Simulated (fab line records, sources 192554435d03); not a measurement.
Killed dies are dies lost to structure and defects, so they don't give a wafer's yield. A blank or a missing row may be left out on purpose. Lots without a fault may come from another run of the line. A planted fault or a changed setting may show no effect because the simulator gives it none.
Chamber matching | flow n5_finfet | N5_BEOL_M6_DEP_56 on pecvd-04: 3 sister chambers
The step deposits SiCN from 3MS/NH3, target thk 10 nm, time 17.5 s. 3 wafers are shown with their chamber, then 7 later ones without.

WAFERS WITH THEIR CHAMBER
wafer  | chamber | showerhead_vpp_V (V)
L086.6 | 0       | 788
L088.2 | 1       | 861
L088.3 | 2       | 903

WAFERS WITHOUT THEIR CHAMBER
wafer  | showerhead_vpp_V (V)
L088.4 | 773
L092.4 | 855
L092.5 | 893
L092.6 | 779
L097.2 | 776
L097.3 | 893
L097.5 | 887

WHICH CHAMBER EACH WENT THROUGH
wafer  | from the rows above     | in truth
L088.4 | 0                       | 0
L092.4 | 1                       | 1
L092.5 | can't be placed: 2 or 1 | 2
L092.6 | 0                       | 0
L097.2 | 0                       | 0
L097.3 | can't be placed: 2 or 1 | 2
L097.5 | can't be placed: 2 or 1 | 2
Placed correctly: 4 of 7. Can't be placed from these rows: 3 (the true chamber is among the candidates in 3). Placed wrongly: 0.
How it was worked out, from the rows above alone: a wafer's distance from a chamber is the root of the sum, over the readings, of the square of ((its reading less the chamber's mean) divided by the reading's scatter). The wafer belongs to the nearest chamber; if the next one is less than 2 further off, it can't be placed. A chamber's mean is the mean of its shown wafers. The scatter: with one shown wafer a chamber, the root of the mean of the squares of how far each hidden wafer lies from its nearest shown one.
